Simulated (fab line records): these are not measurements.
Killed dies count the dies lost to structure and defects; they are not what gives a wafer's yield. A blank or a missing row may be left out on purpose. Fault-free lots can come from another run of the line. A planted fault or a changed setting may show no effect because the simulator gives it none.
fab line records || flow n5Finfet
[record] {"lots": 7, "wafers": 21}
route steps=1938 shown BEOL_M15@1797 PASS1_CAP@1874 PASSIVATION@1915
startH: the number of hours between the record's first day and the start of the first shown wafer of the lot || waitH: time in hours since the lot's previous step || " unchanged from the row above || L1.1+2: several wafers, shown together as one row || - value missing, or start not given || * or withheld: withheld || < > ~ a bound
route shown NAME@n: a module of which the file shows steps, and the number in the route of the first || usual: mean/standard deviation of fault-free wafers || same: alike in all rows || chamber/n: place in a boat || sites: readings site by site || _std_site: their standard deviation || _edge_site: mean of outer sites minus mean of inner sites || radiusMm: how far each site lies from the wafer's centre || mask NAME#n: copy n || behind: the most recent tool/chamber to have shaped the wafer || hold: what put the lot on hold/how long, in hours/how the hold closed || device: the n, p or np transistor that did not switch || end of line: at the end of the route, the tests of the same wafers || where a step has no rows: the recipe by itself || killed: at the first sort, the dies lost to defects and structure; wafer yield is something else || map: shows each die of a wafer: x if killed, . if not, _ if none is there
set.NAME: the setting the step ran with; set.NAME@STEP: the setting that earlier step ran with || model.NAME: the simulator's own value behind a step, which no gauge read
lots run with intentionally changed settings; tables by step, rows by wafer
[[steps]]
[step N5_BEOL_M15_COAT_22]
[recipe] {"spinRpm": 1704, "resistThkNm": 800}
{"lot.wafer": "L076.1", "tool": "lithoTrack-05", "chamber": 0, "startH": "-", "waitH": "-", "set.spinRpm": 1809, "model.coat_of_BEOL_M15_COAT_22.thkNm": 777.6}
{"lot.wafer": "L076.2", "tool": "lithoTrack-05", "chamber": 0, "startH": "-", "waitH": "-", "set.spinRpm": 1704, "model.coat_of_BEOL_M15_COAT_22.thkNm": 797}
{"lot.wafer": "L076.5", "tool": "lithoTrack-05", "chamber": 0, "startH": "-", "waitH": "-", "set.spinRpm": 1704, "model.coat_of_BEOL_M15_COAT_22.thkNm": 801.2}
{"lot.wafer": "L077.2", "tool": "lithoTrack-03", "chamber": 0, "startH": "-", "waitH": "-", "set.spinRpm": 1522, "model.coat_of_BEOL_M15_COAT_22.thkNm": 848.6}
{"lot.wafer": "L077.3", "tool": "lithoTrack-03", "chamber": 0, "startH": "-", "waitH": "-", "set.spinRpm": 1522, "model.coat_of_BEOL_M15_COAT_22.thkNm": 846.8}
{"lot.wafer": "L077.4", "tool": "lithoTrack-03", "chamber": 0, "startH": "-", "waitH": "-", "set.spinRpm": 1522, "model.coat_of_BEOL_M15_COAT_22.thkNm": 847.6}
{"lot.wafer": "L085.2", "tool": "lithoTrack-04", "chamber": 0, "startH": "-", "waitH": "-", "set.spinRpm": 1534, "model.coat_of_BEOL_M15_COAT_22.thkNm": 840.4}
{"lot.wafer": "L085.3", "tool": "lithoTrack-04", "chamber": 0, "startH": "-", "waitH": "-", "set.spinRpm": 1704, "model.coat_of_BEOL_M15_COAT_22.thkNm": 799}
{"lot.wafer": "L085.5", "tool": "lithoTrack-04", "chamber": 0, "startH": "-", "waitH": "-", "set.spinRpm": 1704, "model.coat_of_BEOL_M15_COAT_22.thkNm": 798.6}
{"lot.wafer": "L089.1", "tool": "lithoTrack-03", "chamber": 0, "startH": "-", "waitH": "-", "set.spinRpm": 1871, "model.coat_of_BEOL_M15_COAT_22.thkNm": 763}
{"lot.wafer": "L089.4", "tool": "lithoTrack-03", "chamber": 0, "startH": "-", "waitH": "-", "set.spinRpm": 1871, "model.coat_of_BEOL_M15_COAT_22.thkNm": 762.4}
{"lot.wafer": "L089.5", "tool": "lithoTrack-03", "chamber": 0, "startH": "-", "waitH": "-", "set.spinRpm": 1871, "model.coat_of_BEOL_M15_COAT_22.thkNm": 763.4}
{"lot.wafer": "L094.2", "tool": "lithoTrack-04", "chamber": 0, "startH": "-", "waitH": "-", "set.spinRpm": 1587, "model.coat_of_BEOL_M15_COAT_22.thkNm": 826.6}
{"lot.wafer": "L094.4", "tool": "lithoTrack-04", "chamber": 0, "startH": "-", "waitH": "-", "set.spinRpm": 1704, "model.coat_of_BEOL_M15_COAT_22.thkNm": 796.8}
{"lot.wafer": "L094.6", "tool": "lithoTrack-04", "chamber": 0, "startH": "-", "waitH": "-", "set.spinRpm": 1704, "model.coat_of_BEOL_M15_COAT_22.thkNm": 798.4}
{"lot.wafer": "L096.2", "tool": "lithoTrack-03", "chamber": 0, "startH": "-", "waitH": "-", "set.spinRpm": 1704, "model.coat_of_BEOL_M15_COAT_22.thkNm": 799.8}
{"lot.wafer": "L096.5", "tool": "lithoTrack-03", "chamber": 0, "startH": "-", "waitH": "-", "set.spinRpm": 1704, "model.coat_of_BEOL_M15_COAT_22.thkNm": 800.8}
{"lot.wafer": "L096.6", "tool": "lithoTrack-03", "chamber": 0, "startH": "-", "waitH": "-", "set.spinRpm": 1704, "model.coat_of_BEOL_M15_COAT_22.thkNm": 801.6}
{"lot.wafer": "L097.2", "tool": "lithoTrack-05", "chamber": 0, "startH": "-", "waitH": "-", "set.spinRpm": 1704, "model.coat_of_BEOL_M15_COAT_22.thkNm": 804.2}
{"lot.wafer": "L097.4", "tool": "lithoTrack-05", "chamber": 0, "startH": "-", "waitH": "-", "set.spinRpm": 1885, "model.coat_of_BEOL_M15_COAT_22.thkNm": 763.6}
{"lot.wafer": "L097.5", "tool": "lithoTrack-05", "chamber": 0, "startH": "-", "waitH": "-", "set.spinRpm": 1704, "model.coat_of_BEOL_M15_COAT_22.thkNm": 802.6}
[step N5_BEOL_M15_EBR_24]
[recipe] {"solvent": "PGMEA", "ebrWidthMm": 1.5}
[step N5_BEOL_M15_SOFTBAKE_23]
[recipe] {"tempC": 130, "timeS": 60}
[step N5_BEOL_M15_DESCUM_33]
[recipe] {"chemistry": "O2", "timeS": 7.9, "sourcePowerW": 50, "biasPowerW": 20, "pressureMtorr": 20, "rfFrequencyHz": 2.712e+07, "tempC": 40, "o2FlowSccm": 225}
[step N5_BEOL_M15_ETCH_61]
[recipe] {"chemistry": "N2/H2", "target": "BARC", "targetDepthA": 890, "overetchA": 267, "timeS": 67.9, "ionEnergyEv": 200, "pressureMtorr": 30, "sourceW": 840, "biasW": 150, "n2FlowSccm": 200, "h2FlowSccm": 200}
{"lot.wafer": "L076.1", "tool": "rieDiel-06", "chamber": 0, "startH": 285.96, "waitH": 0.0, "set.spinRpm@BEOL_M15_COAT_22": 1809, "model.coat_of_BEOL_M15_COAT_22.thkNm": 695.8}
{"lot.wafer": "L076.2", "tool": "rieDiel-06", "chamber": 3, "startH": 285.96, "waitH": 0.0, "set.spinRpm@BEOL_M15_COAT_22": 1704, "model.coat_of_BEOL_M15_COAT_22.thkNm": 716.6}
{"lot.wafer": "L076.5", "tool": "rieDiel-06", "chamber": 2, "startH": 285.96, "waitH": 0.0, "set.spinRpm@BEOL_M15_COAT_22": 1704, "model.coat_of_BEOL_M15_COAT_22.thkNm": 717.6}
{"lot.wafer": "L077.2", "tool": "rieDiel-05", "chamber": 0, "startH": 302.98, "waitH": 0.0, "set.spinRpm@BEOL_M15_COAT_22": 1522, "model.coat_of_BEOL_M15_COAT_22.thkNm": 765.6}
{"lot.wafer": "L077.3", "tool": "rieDiel-05", "chamber": 2, "startH": 302.98, "waitH": 0.0, "set.spinRpm@BEOL_M15_COAT_22": 1522, "model.coat_of_BEOL_M15_COAT_22.thkNm": 763.4}
{"lot.wafer": "L077.4", "tool": "rieDiel-05", "chamber": 1, "startH": 302.98, "waitH": 0.0, "set.spinRpm@BEOL_M15_COAT_22": 1522, "model.coat_of_BEOL_M15_COAT_22.thkNm": 764.4}
{"lot.wafer": "L085.2", "tool": "rieDiel-02", "chamber": 1, "startH": 366.81, "waitH": 0.0, "set.spinRpm@BEOL_M15_COAT_22": 1534, "model.coat_of_BEOL_M15_COAT_22.thkNm": 760}
{"lot.wafer": "L085.3", "tool": "rieDiel-02", "chamber": 2, "startH": 366.81, "waitH": 0.0, "set.spinRpm@BEOL_M15_COAT_22": 1704, "model.coat_of_BEOL_M15_COAT_22.thkNm": 713.8}
{"lot.wafer": "L085.5", "tool": "rieDiel-02", "chamber": 1, "startH": 366.81, "waitH": 0.0, "set.spinRpm@BEOL_M15_COAT_22": 1704, "model.coat_of_BEOL_M15_COAT_22.thkNm": 717.6}
{"lot.wafer": "L089.1", "tool": "rieDiel-05", "chamber": 0, "startH": 384.21, "waitH": 0.0, "set.spinRpm@BEOL_M15_COAT_22": 1871, "model.coat_of_BEOL_M15_COAT_22.thkNm": 680.4}
{"lot.wafer": "L089.4", "tool": "rieDiel-05", "chamber": 2, "startH": 384.21, "waitH": 0.0, "set.spinRpm@BEOL_M15_COAT_22": 1871, "model.coat_of_BEOL_M15_COAT_22.thkNm": 679.4}
{"lot.wafer": "L089.5", "tool": "rieDiel-05", "chamber": 3, "startH": 384.21, "waitH": 0.0, "set.spinRpm@BEOL_M15_COAT_22": 1871, "model.coat_of_BEOL_M15_COAT_22.thkNm": 681.8}
{"lot.wafer": "L094.2", "tool": "rieDiel-06", "chamber": 0, "startH": 414.94, "waitH": 0.0, "set.spinRpm@BEOL_M15_COAT_22": 1587, "model.coat_of_BEOL_M15_COAT_22.thkNm": 745.6}
{"lot.wafer": "L094.4", "tool": "rieDiel-06", "chamber": 2, "startH": 414.94, "waitH": 0.0, "set.spinRpm@BEOL_M15_COAT_22": 1704, "model.coat_of_BEOL_M15_COAT_22.thkNm": 715}
{"lot.wafer": "L094.6", "tool": "rieDiel-06", "chamber": 2, "startH": 414.94, "waitH": 0.0, "set.spinRpm@BEOL_M15_COAT_22": 1704, "model.coat_of_BEOL_M15_COAT_22.thkNm": 716}
{"lot.wafer": "L096.2", "tool": "rieDiel-06", "chamber": 1, "startH": 427.93, "waitH": 0.0, "set.spinRpm@BEOL_M15_COAT_22": 1704, "model.coat_of_BEOL_M15_COAT_22.thkNm": 716.4}
{"lot.wafer": "L096.5", "tool": "rieDiel-06", "chamber": 0, "startH": 427.93, "waitH": 0.0, "set.spinRpm@BEOL_M15_COAT_22": 1704, "model.coat_of_BEOL_M15_COAT_22.thkNm": 719.8}
{"lot.wafer": "L096.6", "tool": "rieDiel-06", "chamber": 2, "startH": 427.93, "waitH": 0.0, "set.spinRpm@BEOL_M15_COAT_22": 1704, "model.coat_of_BEOL_M15_COAT_22.thkNm": 719.6}
{"lot.wafer": "L097.2", "tool": "rieDiel-05", "chamber": 3, "startH": 445.22, "waitH": 0.0, "set.spinRpm@BEOL_M15_COAT_22": 1704, "model.coat_of_BEOL_M15_COAT_22.thkNm": 721.6}
{"lot.wafer": "L097.4", "tool": "rieDiel-05", "chamber": 0, "startH": 445.22, "waitH": 0.0, "set.spinRpm@BEOL_M15_COAT_22": 1885, "model.coat_of_BEOL_M15_COAT_22.thkNm": 680.6}
{"lot.wafer": "L097.5", "tool": "rieDiel-05", "chamber": 3, "startH": 445.22, "waitH": 0.0, "set.spinRpm@BEOL_M15_COAT_22": 1704, "model.coat_of_BEOL_M15_COAT_22.thkNm": 721}
[step N5_PASSIVATION_PECVD_01]
[recipe] {"material": "SiNx", "targetThkA": 2000, "tempC": 400, "precursor": "SiH4/NH3/N2", "pressureTorr": 4.9, "rfW": 1406, "timeS": 43.2}
{"lot.wafer": "L076.1", "tool": "pecvd-01", "chamber": 1, "startH": 300.24, "waitH": 0.0, "set.timeS": 43.2, "model.SiNx_of_PASSIVATION_PECVD_01.thkNm": 201.6}
{"lot.wafer": "L076.2", "tool": "pecvd-01", "chamber": 2, "startH": 300.24, "waitH": 0.0, "set.timeS": 43.2, "model.SiNx_of_PASSIVATION_PECVD_01.thkNm": 198.4}
{"lot.wafer": "L076.5", "tool": "pecvd-01", "chamber": 1, "startH": 300.24, "waitH": 0.0, "set.timeS": 48.95, "model.SiNx_of_PASSIVATION_PECVD_01.thkNm": 232.8}
{"lot.wafer": "L077.2", "tool": "pecvd-03", "chamber": 2, "startH": 315.39, "waitH": 0.0, "set.timeS": 43.2, "model.SiNx_of_PASSIVATION_PECVD_01.thkNm": 198}
{"lot.wafer": "L077.3", "tool": "pecvd-03", "chamber": 0, "startH": 315.39, "waitH": 0.0, "set.timeS": 47.39, "model.SiNx_of_PASSIVATION_PECVD_01.thkNm": 218.8}
{"lot.wafer": "L077.4", "tool": "pecvd-03", "chamber": 0, "startH": 315.39, "waitH": 0.0, "set.timeS": 47.39, "model.SiNx_of_PASSIVATION_PECVD_01.thkNm": 220.6}
{"lot.wafer": "L085.2", "tool": "pecvd-03", "chamber": 0, "startH": 382.51, "waitH": 0.0, "set.timeS": 38.09, "model.SiNx_of_PASSIVATION_PECVD_01.thkNm": 176.4}
{"lot.wafer": "L085.3", "tool": "pecvd-03", "chamber": 2, "startH": 382.51, "waitH": 0.0, "set.timeS": 43.2, "model.SiNx_of_PASSIVATION_PECVD_01.thkNm": 198.4}
{"lot.wafer": "L085.5", "tool": "pecvd-03", "chamber": 0, "startH": 382.51, "waitH": 0.0, "set.timeS": 38.09, "model.SiNx_of_PASSIVATION_PECVD_01.thkNm": 181.6}
{"lot.wafer": "L089.1", "tool": "pecvd-01", "chamber": 2, "startH": 393.99, "waitH": 0.0, "set.timeS": 43.2, "model.SiNx_of_PASSIVATION_PECVD_01.thkNm": 197}
{"lot.wafer": "L089.4", "tool": "pecvd-01", "chamber": 2, "startH": 393.99, "waitH": 0.0, "set.timeS": 48.37, "model.SiNx_of_PASSIVATION_PECVD_01.thkNm": 224}
{"lot.wafer": "L089.5", "tool": "pecvd-01", "chamber": 1, "startH": 393.99, "waitH": 0.0, "set.timeS": 48.37, "model.SiNx_of_PASSIVATION_PECVD_01.thkNm": 227.6}
{"lot.wafer": "L094.2", "tool": "pecvd-03", "chamber": 1, "startH": 425.50, "waitH": 0.0, "set.timeS": 41.01, "model.SiNx_of_PASSIVATION_PECVD_01.thkNm": 189.2}
{"lot.wafer": "L094.4", "tool": "pecvd-03", "chamber": 1, "startH": 425.50, "waitH": 0.0, "set.timeS": 43.2, "model.SiNx_of_PASSIVATION_PECVD_01.thkNm": 203.8}
{"lot.wafer": "L094.6", "tool": "pecvd-03", "chamber": 0, "startH": 425.50, "waitH": 0.0, "set.timeS": 43.2, "model.SiNx_of_PASSIVATION_PECVD_01.thkNm": 199.8}
{"lot.wafer": "L096.2", "tool": "pecvd-03", "chamber": 0, "startH": 437.76, "waitH": 0.0, "set.timeS": 43.2, "model.SiNx_of_PASSIVATION_PECVD_01.thkNm": 200.6}
{"lot.wafer": "L096.5", "tool": "pecvd-03", "chamber": 2, "startH": 437.76, "waitH": 0.0, "set.timeS": 43.2, "model.SiNx_of_PASSIVATION_PECVD_01.thkNm": 203.2}
{"lot.wafer": "L096.6", "tool": "pecvd-03", "chamber": 0, "startH": 437.76, "waitH": 0.0, "set.timeS": 43.2, "model.SiNx_of_PASSIVATION_PECVD_01.thkNm": 201.8}
{"lot.wafer": "L097.2", "tool": "pecvd-02", "chamber": 1, "startH": 456.95, "waitH": 0.0, "set.timeS": 43.2, "model.SiNx_of_PASSIVATION_PECVD_01.thkNm": 198.2}
{"lot.wafer": "L097.4", "tool": "pecvd-02", "chamber": 0, "startH": 456.95, "waitH": 0.0, "set.timeS": 43.2, "model.SiNx_of_PASSIVATION_PECVD_01.thkNm": 199.2}
{"lot.wafer": "L097.5", "tool": "pecvd-02", "chamber": 1, "startH": 456.95, "waitH": 0.0, "set.timeS": 37.86, "model.SiNx_of_PASSIVATION_PECVD_01.thkNm": 174.6}
[step N5_PASSIVATION_PECVD_53]
[recipe] {"material": "SiO2", "targetThkA": 8000, "tempC": 400, "precursor": "TEOS/O2", "pressureTorr": 6.5, "rfW": "withheld", "teosFlowSccm": "withheld", "gas": "O2", "flowSccm": 2650, "timeS": 169.4}
{"lot.wafer": "L076.1", "tool": "pecvd-01", "chamber": 1, "startH": 303.85, "waitH": 0.0, "set.timeS": 144.2, "model.SiO2_of_PASSIVATION_PECVD_53.thkNm": 672}
{"lot.wafer": "L076.2", "tool": "pecvd-01", "chamber": 2, "startH": 303.85, "waitH": 0.0, "set.timeS": 169.4, "model.SiO2_of_PASSIVATION_PECVD_53.thkNm": 794.6}
{"lot.wafer": "L076.5", "tool": "pecvd-01", "chamber": 1, "startH": 303.85, "waitH": 0.0, "set.timeS": 144.2, "model.SiO2_of_PASSIVATION_PECVD_53.thkNm": 679.8}
{"lot.wafer": "L077.2", "tool": "pecvd-04", "chamber": 0, "startH": 320.14, "waitH": 0.0, "set.timeS": 169.4, "model.SiO2_of_PASSIVATION_PECVD_53.thkNm": 792.2}
{"lot.wafer": "L077.3", "tool": "pecvd-04", "chamber": 2, "startH": 320.14, "waitH": 0.0, "set.timeS": 181.1, "model.SiO2_of_PASSIVATION_PECVD_53.thkNm": 840.4}
{"lot.wafer": "L077.4", "tool": "pecvd-04", "chamber": 0, "startH": 320.14, "waitH": 0.0, "set.timeS": 181.1, "model.SiO2_of_PASSIVATION_PECVD_53.thkNm": 856}
{"lot.wafer": "L085.2", "tool": "pecvd-04", "chamber": 0, "startH": 386.79, "waitH": 0.0, "set.timeS": 192.4, "model.SiO2_of_PASSIVATION_PECVD_53.thkNm": 892}
{"lot.wafer": "L085.3", "tool": "pecvd-04", "chamber": 2, "startH": 386.79, "waitH": 0.0, "set.timeS": 169.4, "model.SiO2_of_PASSIVATION_PECVD_53.thkNm": 777.8}
{"lot.wafer": "L085.5", "tool": "pecvd-04", "chamber": 0, "startH": 386.79, "waitH": 0.0, "set.timeS": 192.4, "model.SiO2_of_PASSIVATION_PECVD_53.thkNm": 910.8}
{"lot.wafer": "L089.1", "tool": "pecvd-01", "chamber": 1, "startH": 398.54, "waitH": 0.0, "set.timeS": 181.2, "model.SiO2_of_PASSIVATION_PECVD_53.thkNm": 847.8}
{"lot.wafer": "L089.4", "tool": "pecvd-01", "chamber": 2, "startH": 398.54, "waitH": 0.0, "set.timeS": 181.2, "model.SiO2_of_PASSIVATION_PECVD_53.thkNm": 863.2}
{"lot.wafer": "L089.5", "tool": "pecvd-01", "chamber": 0, "startH": 398.54, "waitH": 0.0, "set.timeS": 169.4, "model.SiO2_of_PASSIVATION_PECVD_53.thkNm": 797.2}
{"lot.wafer": "L094.2", "tool": "pecvd-01", "chamber": 0, "startH": 430.26, "waitH": 0.0, "set.timeS": 169.4, "model.SiO2_of_PASSIVATION_PECVD_53.thkNm": 793.8}
{"lot.wafer": "L094.4", "tool": "pecvd-01", "chamber": 0, "startH": 430.26, "waitH": 0.0, "set.timeS": 169.4, "model.SiO2_of_PASSIVATION_PECVD_53.thkNm": 807.2}
{"lot.wafer": "L094.6", "tool": "pecvd-01", "chamber": 0, "startH": 430.26, "waitH": 0.0, "set.timeS": 151.9, "model.SiO2_of_PASSIVATION_PECVD_53.thkNm": 733.4}
{"lot.wafer": "L096.2", "tool": "pecvd-01", "chamber": 1, "startH": 441.10, "waitH": 0.0, "set.timeS": 169.4, "model.SiO2_of_PASSIVATION_PECVD_53.thkNm": 810.4}
{"lot.wafer": "L096.5", "tool": "pecvd-01", "chamber": 2, "startH": 441.10, "waitH": 0.0, "set.timeS": 169.4, "model.SiO2_of_PASSIVATION_PECVD_53.thkNm": 818}
{"lot.wafer": "L096.6", "tool": "pecvd-01", "chamber": 1, "startH": 441.10, "waitH": 0.0, "set.timeS": 169.4, "model.SiO2_of_PASSIVATION_PECVD_53.thkNm": 822.6}
{"lot.wafer": "L097.2", "tool": "pecvd-03", "chamber": 2, "startH": 461.14, "waitH": 0.0, "set.timeS": 155, "model.SiO2_of_PASSIVATION_PECVD_53.thkNm": 729}
{"lot.wafer": "L097.4", "tool": "pecvd-03", "chamber": 1, "startH": 461.14, "waitH": 0.0, "set.timeS": 169.4, "model.SiO2_of_PASSIVATION_PECVD_53.thkNm": 815.2}
{"lot.wafer": "L097.5", "tool": "pecvd-03", "chamber": 0, "startH": 461.14, "waitH": 0.0, "set.timeS": 169.4, "model.SiO2_of_PASSIVATION_PECVD_53.thkNm": 808.2}
[[key]]
[split] {"step": "N5_BEOL_M15_COAT_22", "setting": "spinRpm", "stated": 1704, "by": "wafer"}
[response] {"step": "N5_BEOL_M15_COAT_22", "reading": "model.coat_of_BEOL_M15_COAT_22.thkNm", "change": -3.93, "per": "1%", "r": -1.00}
[response] {"step": "N5_BEOL_M15_ETCH_61", "reading": "model.coat_of_BEOL_M15_COAT_22.thkNm", "change": -4.07, "per": "1%", "r": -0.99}
[split] {"step": "N5_PASSIVATION_PECVD_01", "setting": "timeS", "stated": 43.2, "by": "wafer"}
[response] {"step": "N5_PASSIVATION_PECVD_01", "reading": "model.SiNx_of_PASSIVATION_PECVD_01.thkNm", "change": "+2.16", "per": "1%", "r": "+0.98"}
[split] {"step": "N5_PASSIVATION_PECVD_53", "setting": "timeS", "stated": 169.4, "by": "wafer"}
[response] {"step": "N5_PASSIVATION_PECVD_53", "reading": "model.SiO2_of_PASSIVATION_PECVD_53.thkNm", "change": "+8.27", "per": "1%", "r": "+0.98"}
